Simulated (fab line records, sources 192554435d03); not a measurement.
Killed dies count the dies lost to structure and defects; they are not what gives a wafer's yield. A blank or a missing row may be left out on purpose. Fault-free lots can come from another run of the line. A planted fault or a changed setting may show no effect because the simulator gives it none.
Struck lot and sound lot, side by side + flow n5Finfet + 15 steps out of a route of 1938
Sound: these wafers, L767.3, L767.4, L767.5. Wafers L761.2, L761.3, L761.5 were the ones struck. At the end, the cause is stated.
At each step with rows: each side's tool, then ch and its chambers, then its first start. Under that, the readings that differ: sound wafers + struck wafers + difference of the means + sigmas: that difference in standard deviations of wafers without a fault.
alike: readings with means less than 2 such deviations apart, plus words and numbers identical on both sides. not compared: withheld readings, readings lacking a value on some wafer, bounds such as >300 that could conceal the same value, and numbers that have no deviation in the record and whose values overlap.
Wherever a step has rows on one side only, a row that says differs or no value, or a row with sigmas, the two part there. Non-overlapping numbers with no deviation appear without sigmas and do not part them. A reading missing from all wafers of one side parts the sides only when that side holds two or more wafers.

first, 1 step without rows for these wafers: N5_BEOL_M6_DEVELOP_27 (develop time 30 s).
N5_BEOL_M6_CD_MEAS_28 targets a cd of 40 nm.
  sound on cdSem-01 ch 0, day 13 17:03; struck on cdSem-01 ch 0, day 12 05:24
  alike: cdNm
N5_BEOL_M6_OVL_MEAS_29:
  sound on overlay-02 ch 0, day 13 17:05; struck on overlay-02 ch 0, day 12 05:28
  alike: V5_OVL
N5_BEOL_M6_INSPECT_30: inspects for defects (brightfield).
  sound: defectInspect-01 at day 13 17:08; struck: defectInspect-02 at day 12 05:32
  alike: rawDefectCount
then, 1 step without rows for these wafers: N5_BEOL_M6_DESCUM_33 (chemistry O2, time 7 s).
N5_BEOL_M6_ETCH_72: etches underlayer in N2/H2, target depth 6.5 nm, time 5.2 s.
  sound on rieDiel-02 ch 1,2,3, day 13 17:13; struck on rieDiel-06 ch 0,2,3, day 12 05:38
  alike: drypumpMotorCurrentA, etchRfOnTimeS, oesProductAu, rfVppV, showerheadPlenumPTorr, throttleValvePct
  not compared: rfHoursCounterH
N5_BEOL_M6_ETCH_65: etches SiARC in CF4, target depth 15.6 nm, time 26 s.
  sound on rieDiel-02 ch 1,2,3, day 13 17:14; struck on rieDiel-06 ch 0,2,3, day 12 05:39
  alike: drypumpMotorCurrentA, etchRfOnTimeS, oesProductAu, rfVppV, showerheadPlenumPTorr, throttleValvePct
  not compared: rfHoursCounterH
N5_BEOL_M6_ETCH_66: etches SOC in N2/H2, target depth 80 nm, overetch 16 nm, time 120 s.
  sound on rieDiel-02 ch 1,2,3, day 13 17:15; struck on rieDiel-06 ch 0,2,3, day 12 05:41
  alike: drypumpMotorCurrentA, oesProductAu, rfVppV, showerheadPlenumPTorr, throttleValvePct
  not compared: rfHoursCounterH
then, 2 steps without rows for these wafers: N5_BEOL_M6_STRIP_69 (strips in N2/H2); N5_BEOL_M6_STRIP_73 (strips in N2/H2).
N5_BEOL_M6_VIA_ETCH_34: etches SiCOH lowk in C4F6/O2, target depth 126.3 nm, time 50.9 s.
  sound on rieDiel-02 ch 1,2,3, day 13 17:21; struck on rieDiel-06 ch 0,2,3, day 12 05:47
  alike: drypumpMotorCurrentA, oesProductAu, rfVppV, showerheadPlenumPTorr, throttleValvePct
  not compared: rfHoursCounterH
then, 1 step without rows for these wafers: N5_BEOL_M6_STRIP_76 (strips in C4F6/O2).
N5_BEOL_M6_STRIP_36: strips in N2/H2.
  sound on rieDiel-02 ch 1,2,3, day 13 17:25; struck on rieDiel-06 ch 0,2,3, day 12 05:50
| reading           | sound             | struck            | difference | sigmas |
|-------------------|-------------------|-------------------|------------|--------|
| h2FlowSccm (sccm) | 201.5 199.1 199.4 | 221.1 219.4 220.8 | +20.4      | +35    |
  alike: drypumpMotorCurrentA, oesProductAu, rfVppV, showerheadPlenumPTorr, throttleValvePct
  not compared: rfHoursCounterH
N5_BEOL_M6_TRENCH_ETCH_37: etches SiCOH lowk in C4F6/O2, target depth 94.435 nm, time 31.5 s.
  sound: rieDiel-02 ch 1,2,3; struck: rieDiel-06 ch 0,2,3
  alike: drypumpMotorCurrentA, oesProductAu, rfVppV, showerheadPlenumPTorr, throttleValvePct
  not compared: rfHoursCounterH
-- a jump in the record: the struck wafers' starts before and after are 3 days apart (it breaks off in module BEOL_M6 and resumes in module PASSIVATION, where the first step shown is number 1936 of the route) --
N5_PASSIVATION_PROBE_49:
  sound: prober-02 at day 17 11:47; struck: prober-01 at day 15 15:38
  alike: defectLimitedYield, killed_at_M0_to_M3, killed_at_M4_up, killedAtContacts, killedAtFrontEnd, killedAtOther, killedDies, killedOpen, killedShort, sort_bin_4_leakage, sort_bin_5_function, sort_bin_6_memory, sortNPass, sortYieldPct

## WHERE THEY PART
Only at N5_BEOL_M6_STRIP_36, within this record. Later steps at which nothing parts them and some readings are alike: N5_BEOL_M6_TRENCH_ETCH_37, N5_PASSIVATION_PROBE_49.

WHY: what the simulator had put in
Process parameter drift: rieDiel-06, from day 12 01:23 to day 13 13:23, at N5_BEOL_M6_STRIP_36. From 200, the setting h2FlowSccm moved by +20. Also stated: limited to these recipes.
